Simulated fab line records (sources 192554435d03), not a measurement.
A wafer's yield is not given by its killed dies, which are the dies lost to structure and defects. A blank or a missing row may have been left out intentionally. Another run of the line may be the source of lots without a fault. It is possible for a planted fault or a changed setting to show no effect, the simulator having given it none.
Split-lot trial / flow n5_finfet / 7 lots, 21 wafers read, on a route of 1938 steps

## THE SPLIT ITSELF
At N5_SD_EPI_N_EPI_21 (deposits Si:P, time 690 s), the setting temp_c was moved away from the recipe's 680 C on 8 of the 21 wafers read, by -0.4% to +0.6%. This setting was run at the recipe's value on the other wafers.

## FROM THE SPLIT TO THE READING: what the file shows between them, 4 steps
- N5_SD_EPI_P_COAT_34: time 60 s, resist thk 350 nm (also split here: spin_rpm)
- N5_SD_EPI_P_COAT_35: time 60 s, resist thk 35 nm
- N5_SD_EPI_P_COAT_03: resist thk 150 nm
- N5_SD_EPI_P_EPI_21: deposits SiGe:B, time 355 s

## THE READING
Si-P_of_SD_EPI_N_EPI_21.thk_nm (the simulator's own value, which no gauge read), in nm, at N5_SD_EPI_P_HM_STRIP_48 (strips SiNx in H3PO4, material SiNx, target depth 3 nm). The file does not state a usual value for it. Across the 13 wafers here that went through the recipe, the average is 58.5 nm and the standard deviation 0.57 nm.

wafer=L081.1; tool, chamber at the split=epi_rpcvd-04, 0; temp_c as run, C=680; against the recipe=recipe; Si-P_of_SD_EPI_N_EPI_21.thk_nm, nm=57.4; against lot-mates on the recipe=-
wafer=L081.2; tool, chamber at the split=epi_rpcvd-04, 0; temp_c as run, C=680; against the recipe=recipe; Si-P_of_SD_EPI_N_EPI_21.thk_nm, nm=57.8; against lot-mates on the recipe=-
wafer=L081.3; tool, chamber at the split=epi_rpcvd-04, 0; temp_c as run, C=680; against the recipe=recipe; Si-P_of_SD_EPI_N_EPI_21.thk_nm, nm=58.4; against lot-mates on the recipe=-
wafer=L082.2; tool, chamber at the split=epi_rpcvd-03, 0; temp_c as run, C=680; against the recipe=recipe; Si-P_of_SD_EPI_N_EPI_21.thk_nm, nm=58.2; against lot-mates on the recipe=-
wafer=L082.6; tool, chamber at the split=epi_rpcvd-03, 0; temp_c as run, C=680; against the recipe=recipe; Si-P_of_SD_EPI_N_EPI_21.thk_nm, nm=58.2; against lot-mates on the recipe=-
wafer=L082.4; tool, chamber at the split=epi_rpcvd-03, 0; temp_c as run, C=680; against the recipe=recipe; Si-P_of_SD_EPI_N_EPI_21.thk_nm, nm=59; against lot-mates on the recipe=-
wafer=L083.2; tool, chamber at the split=epi_rpcvd-04, 0; temp_c as run, C=677.5; against the recipe=-0.4%; Si-P_of_SD_EPI_N_EPI_21.thk_nm, nm=55.6; against lot-mates on the recipe=no lot-mate on the recipe
wafer=L083.6; tool, chamber at the split=epi_rpcvd-04, 0; temp_c as run, C=677.5; against the recipe=-0.4%; Si-P_of_SD_EPI_N_EPI_21.thk_nm, nm=55.6; against lot-mates on the recipe=no lot-mate on the recipe
wafer=L083.3; tool, chamber at the split=epi_rpcvd-04, 0; temp_c as run, C=677.5; against the recipe=-0.4%; Si-P_of_SD_EPI_N_EPI_21.thk_nm, nm=55.8; against lot-mates on the recipe=no lot-mate on the recipe
wafer=L085.1; tool, chamber at the split=epi_rpcvd-03, 0; temp_c as run, C=680; against the recipe=recipe; Si-P_of_SD_EPI_N_EPI_21.thk_nm, nm=58.6; against lot-mates on the recipe=-
wafer=L085.2; tool, chamber at the split=epi_rpcvd-03, 0; temp_c as run, C=680; against the recipe=recipe; Si-P_of_SD_EPI_N_EPI_21.thk_nm, nm=59; against lot-mates on the recipe=-
wafer=L085.5; tool, chamber at the split=epi_rpcvd-03, 0; temp_c as run, C=680; against the recipe=recipe; Si-P_of_SD_EPI_N_EPI_21.thk_nm, nm=59.2; against lot-mates on the recipe=-
wafer=L087.3; tool, chamber at the split=epi_rpcvd-02, 0; temp_c as run, C=677.2; against the recipe=-0.4%; Si-P_of_SD_EPI_N_EPI_21.thk_nm, nm=55.8; against lot-mates on the recipe=-3.2
wafer=L087.4; tool, chamber at the split=epi_rpcvd-02, 0; temp_c as run, C=680; against the recipe=recipe; Si-P_of_SD_EPI_N_EPI_21.thk_nm, nm=59.6; against lot-mates on the recipe=-
wafer=L087.5; tool, chamber at the split=epi_rpcvd-02, 0; temp_c as run, C=680; against the recipe=recipe; Si-P_of_SD_EPI_N_EPI_21.thk_nm, nm=58.4; against lot-mates on the recipe=-
wafer=L091.1; tool, chamber at the split=epi_rpcvd-02, 0; temp_c as run, C=680; against the recipe=recipe; Si-P_of_SD_EPI_N_EPI_21.thk_nm, nm=58.6; against lot-mates on the recipe=-
wafer=L091.2; tool, chamber at the split=epi_rpcvd-02, 0; temp_c as run, C=682.6; against the recipe=+0.4%; Si-P_of_SD_EPI_N_EPI_21.thk_nm, nm=61; against lot-mates on the recipe=+2.6
wafer=L091.6; tool, chamber at the split=epi_rpcvd-02, 0; temp_c as run, C=680; against the recipe=recipe; Si-P_of_SD_EPI_N_EPI_21.thk_nm, nm=58.2; against lot-mates on the recipe=-
wafer=L093.3; tool, chamber at the split=epi_rpcvd-02, 0; temp_c as run, C=684; against the recipe=+0.6%; Si-P_of_SD_EPI_N_EPI_21.thk_nm, nm=63.2; against lot-mates on the recipe=no lot-mate on the recipe
wafer=L093.4; tool, chamber at the split=epi_rpcvd-02, 0; temp_c as run, C=684; against the recipe=+0.6%; Si-P_of_SD_EPI_N_EPI_21.thk_nm, nm=62.2; against lot-mates on the recipe=no lot-mate on the recipe
wafer=L093.5; tool, chamber at the split=epi_rpcvd-02, 0; temp_c as run, C=684; against the recipe=+0.6%; Si-P_of_SD_EPI_N_EPI_21.thk_nm, nm=63; against lot-mates on the recipe=no lot-mate on the recipe

FIT RESULTS
A straight line over all 21 wafers: Si-P_of_SD_EPI_N_EPI_21.thk_nm changes by +7.27 nm for each +1% of temp_c; r = +0.97; the points scatter about the line by 0.51 nm.
The same after taking each lot's own level away (the mean of its wafers on the recipe; 15 wafers): +7.32 nm for each +1%; r = +0.95; scatter 0.39 nm.
That fit puts the effect of the largest move of temp_c on the reading at 4.3 nm.
Measured against the standard deviation above, the lots' own levels, which go from 57.87 to 59.00 nm, span 2.0 times it.
Hence the lot-to-lot level has little effect on the slope; both slopes agree.
Check: with one of the wafers moved furthest among these (-0.4%) left out of the fit, the line predicts -2.8 nm for it against its lot-mates. Against them it came out at -3.2 nm.

## THESE WAFERS: OTHER SPLITS
Other splits were also applied to these wafers ahead of the reading. Each is held against what the fit with the lots' levels taken away leaves over:
other split on the same wafers=N5_ZERO_LAYER_EXPOSE_08 dose_mj; wafers away from the commonest value=9; r with Si-P_of_SD_EPI_N_EPI_21.thk_nm (lot level and that fit taken away)=-0.22
other split on the same wafers=N5_WELL_APT_PEB_23 peb_time_s; wafers away from the commonest value=6; r with Si-P_of_SD_EPI_N_EPI_21.thk_nm (lot level and that fit taken away)=+0.41
other split on the same wafers=N5_FIN_SAQP_EXPOSE_13 dose_mj; wafers away from the commonest value=7; r with Si-P_of_SD_EPI_N_EPI_21.thk_nm (lot level and that fit taken away)=+0.23
other split on the same wafers=N5_DUMMY_GATE_COAT_28 spin_rpm; wafers away from the commonest value=5; r with Si-P_of_SD_EPI_N_EPI_21.thk_nm (lot level and that fit taken away)=-0.24
other split on the same wafers=N5_SD_EPI_P_COAT_34 spin_rpm; wafers away from the commonest value=5; r with Si-P_of_SD_EPI_N_EPI_21.thk_nm (lot level and that fit taken away)=+0.05

## THE WHOLE CHAIN: every reading that the file lists as answering this split, in the file's order
step=N5_SD_EPI_N_EPI_21; what it does=deposits Si:P, time 690 s; reading=Si-P_of_SD_EPI_N_EPI_21.thk_nm (the simulator's own value, which no gauge read); change (the file's fit)=+7.56 nm for each +1% of the setting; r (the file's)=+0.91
step=N5_SD_EPI_P_HM_STRIP_48; what it does=strips SiNx in H3PO4, material SiNx, target depth 3 nm; reading=Si-P_of_SD_EPI_N_EPI_21.thk_nm (the simulator's own value, which no gauge read); change (the file's fit)=+7.32 nm for each +1% of the setting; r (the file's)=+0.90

## THE FILE'S OWN FIT
Si-P_of_SD_EPI_N_EPI_21.thk_nm changes by +7.32 nm for each +1% of temp_c, r = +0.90.
